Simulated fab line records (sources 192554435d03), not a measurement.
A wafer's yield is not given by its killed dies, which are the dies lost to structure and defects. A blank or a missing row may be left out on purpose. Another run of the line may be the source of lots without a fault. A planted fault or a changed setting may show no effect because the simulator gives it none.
Matching of chambers -- flow n5_finfet -- N5_BEOL_M1_ETCH_77 on rie_diel-02 has 4 sister chambers
The step etches underlayer in N2/H2, target depth 6.5 nm, time 5.2 s. 4 wafers are shown with their chamber, then 8 later ones without.

== EACH WAFER AND ITS CHAMBER ==
wafer,chamber,drypump_motor_current_A (A)
L089.4,3,6.4
L089.6,0,5.9
L090.2,1,5.2
L093.1,2,5.7

== WAFERS WITH NO CHAMBER GIVEN ==
wafer,drypump_motor_current_A (A)
L093.2,5.2
L093.5,5.8
L092.2,5.8
L092.4,6.4
L092.6,5.2
L094.1,5.8
L094.2,5.2
L094.6,6.4

== CHAMBER TAKEN BY EACH ==
wafer,from the rows above,in truth
L093.2,1,1
L093.5,can't be placed: 2 or 0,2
L092.2,can't be placed: 2 or 0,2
L092.4,3,3
L092.6,1,1
L094.1,can't be placed: 2 or 0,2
L094.2,1,1
L094.6,3,3
Correctly placed: 5 of 8. Can't be placed from these rows: 3 (the true chamber is among the candidates in 3). 0 placed wrongly.
How it was worked out, from the rows above alone: a wafer's distance from a chamber is the root of the sum, over the readings, of the square of ((its reading less the chamber's mean) divided by the reading's scatter). If the next closest chamber is less than 2 further off than the closest, the wafer can't be placed; otherwise it belongs to the closest. The mean given for a chamber averages the wafers shown for that chamber. The scatter (one wafer shown for each chamber): square how far every hidden wafer sits from the nearest shown wafer, average those squares and take the square root.
